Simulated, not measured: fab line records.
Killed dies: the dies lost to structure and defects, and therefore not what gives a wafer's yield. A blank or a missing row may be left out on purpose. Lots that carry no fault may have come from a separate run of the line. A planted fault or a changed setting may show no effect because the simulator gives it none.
A struck lot beside a sound one + flow n5 finfet + 38 steps out of a route of 1938
Sound: wafers L706.1, L706.5, L706.6. Struck: wafer L711.3. (L711.1, L711.6 of the same lot were not struck and are left out.) The cause comes at the end.
For every step that has rows: the tool of each side, followed by ch and its chambers, followed by its first start. Under that, the readings that differ: sound wafers + struck wafers + difference of the means + sigmas: that difference in standard deviations of wafers without a fault.
alike: readings with means less than 2 such deviations apart, plus words and numbers identical on both sides. not compared: withheld readings, readings lacking a value on some wafer, bounds such as >300 that could conceal the same value, and numbers that have no deviation in the record and whose values overlap.
The two part at a step that has a row with sigmas, a row that says differs or no value, or rows on one side only. Numbers that don't overlap but have no deviation are shown without sigmas and don't part them. A reading that every wafer of one side lacks parts them only if that side has two wafers or more.

first, 10 steps without rows for these wafers: N5_PMOS_HMC_CHANNEL_EPI_PRECLEAN_37 (cleans in O3/DIW, time 45 s); N5_PMOS_HMC_CHANNEL_EPI_PRECLEAN_24 (cleans in DHF, time 30 s); N5_PMOS_HMC_CHANNEL_EPI_SRD_25 (time 30 s); N5_PMOS_HMC_CHANNEL_EPI_EPI_26 (deposits Si from SiH4/H2, target thk 3.8 nm, time 22.7 s); N5_FIN_SAQP_PRECLEAN_42 (cleans in O3/DIW, time 60 s); N5_FIN_SAQP_PRECLEAN_00 (cleans in SC1, time 60 s); N5_FIN_SAQP_PRECLEAN_44 (cleans in SC2, time 45 s); N5_FIN_SAQP_SRD_01 (time 30 s); N5_FIN_SAQP_ALD_61 (deposits SiO2, target thk 4 nm, pulse time 1 s, purge time 2 s); N5_FIN_SAQP_DENSIFY_62 (time 60 s).
N5_FIN_SAQP_HM_DEP_03: deposits SiNx from SiH4/NH3/N2, target thk 38 nm, time 33.6 s.
  sound on pecvd-03 ch 0,2, day 2 20:31; struck on pecvd-03 ch 2, day 4 02:55
| reading                                      | sound             | struck | difference | sigmas |
|----------------------------------------------|-------------------|--------|------------|--------|
| model.SiNx_of_FIN_SAQP_HM_DEP_03.thk nm (nm) | 37.49 37.87 38.13 | 38.93  | +1.10      |        |
  alike: chamber pressure Torr, heater power w, showerhead plenum p Torr, throttle valve pct
then, 24 steps without rows for these wafers: N5_FIN_SAQP_PECVD_47 (deposits a-Si from SiH4/He, target thk 45 nm, time 36.3 s); N5_FIN_SAQP_PECVD_48 (deposits SiNx from SiH4/NH3/N2, target thk 25 nm, time 22.1 s); N5_FIN_SAQP_PECVD_06 (deposits a-Si from SiH4/He, target thk 60 nm, time 48.1 s); N5_FIN_SAQP_HM_DEP_72 (deposits SiO2 from SiH4/N2O, target thk 12 nm, time 7.2 s); N5_FIN_SAQP_COAT_49 (time 60 s, resist thk 100 nm); N5_FIN_SAQP_COAT_50 (time 60 s, resist thk 35 nm); N5_FIN_SAQP_COAT_10 (resist thk 90 nm); N5_FIN_SAQP_EBR_12; N5_FIN_SAQP_SOFTBAKE_11 (time 60 s); N5_FIN_SAQP_EXPOSE_13 (exposes mask FIN CORE, target cd 35.6 nm); N5_FIN_SAQP_PEB_14 (peb time 60 s); N5_FIN_SAQP_DEVELOP_15 (develop time 30 s); N5_FIN_SAQP_DESCUM_21 (chemistry O2, time 7.9 s); N5_FIN_SAQP_ETCH_51 (etches SiARC in CF4, target depth 45.5 nm, time 75.8 s); N5_FIN_SAQP_ETCH_52 (etches SOC in N2/H2, target depth 100 nm, overetch 20 nm, time 150 s); N5_FIN_SAQP_STRIP_53 (strips in N2/H2); N5_FIN_SAQP_HM_OPEN_73 (chemistry CHF3/O2, target SiO2, stops on a-Si, target depth 12 nm, time 16.8 s); N5_FIN_SAQP_STRIP_74 (strips in CHF3/O2); N5_FIN_SAQP_MANDREL_ETCH_22 (etches a-Si in HBr/Cl2, stops on SiNx, target depth 60 nm, bt time 10 s, time 30 s); N5_FIN_SAQP_STRIP_55 (strips in N2/H2); N5_FIN_SAQP_STRIP_23 (strips in SPM, time 750 s); N5_FIN_SAQP_SRD_66 (time 30 s); N5_FIN_SAQP_RECESS_75 (chemistry HF/NH3, target SiO2, target depth 14.4 nm, afs cycles 3, sublimation time 60 s); N5_FIN_SAQP_SPACER1_ALD_24 (deposits SiO2, target thk 20.3 nm, pulse time 1 s, purge time 2 s).
N5_FIN_SAQP_HM_OPEN_33: chemistry CH3F/O2, target SiNx, target depth 49.4 nm, time 70.6 s.
  sound on rie diel-04 ch 0,1,3, day 3 01:08; struck on rie diel-04 ch 1, day 4 08:00
| reading                  | sound            | struck | difference | sigmas |
|--------------------------|------------------|--------|------------|--------|
| model.etch.depth nm (nm) | 36.77 37.24 37.5 | 38.3   | +1.1       |        |
  alike: drypump motor current A, etch rf on time s, oes_ar_750_au, oes product au, rf vpp V, showerhead plenum p Torr, throttle valve pct
  not compared: rf hours counter h
N5_STI_FIN_REVEAL_RECESS_09: chemistry HF/NH3, target SiO2, afs cycles 11, target depth 42.5 nm, sublimation time 60 s.
  sound on vapor etch-01 ch 0,1, day 3 09:39; struck on vapor etch-02 ch 1, day 4 15:55
| reading                                      | sound          | struck | difference | sigmas |
|----------------------------------------------|----------------|--------|------------|--------|
| model.SiNx_of_FIN_SAQP_HM_DEP_03.thk nm (nm) | 17.6 18.2 18.6 | 19.4   | +1.3       |        |
  alike: drypump motor current A
-- here the record skips 5 days between the struck wafers' starts before and after, leaving off in module STI_FIN_REVEAL and picking up in module BEOL_M4 (first step shown: number 1111 of the route) --
N5_BEOL_M4_RC_MEAS_101:
  sound on prober-01 ch 0, day 8 20:00; struck on prober-02 ch 0, day 9 23:55
| reading        | sound          | struck | difference | sigmas |
|----------------|----------------|--------|------------|--------|
| IOFF_P (nA/um) | 0.24 0.23 0.28 | 0.16   | -0.09      | -3     |
| ION_P (uA/um)  | 472 469 480    | 455    | -19        | -2     |
| VT_P (mV)      | -245 -244 -240 | -255   | -12        | -3     |
  alike: DIBL_N, DIBL_P, IOFF_N, ION_N, SS_N, SS_P, VT_N

== WHERE THEY PART ==
N5_BEOL_M4_RC_MEAS_101 only, going by this record.

WHY: what the simulator had put in
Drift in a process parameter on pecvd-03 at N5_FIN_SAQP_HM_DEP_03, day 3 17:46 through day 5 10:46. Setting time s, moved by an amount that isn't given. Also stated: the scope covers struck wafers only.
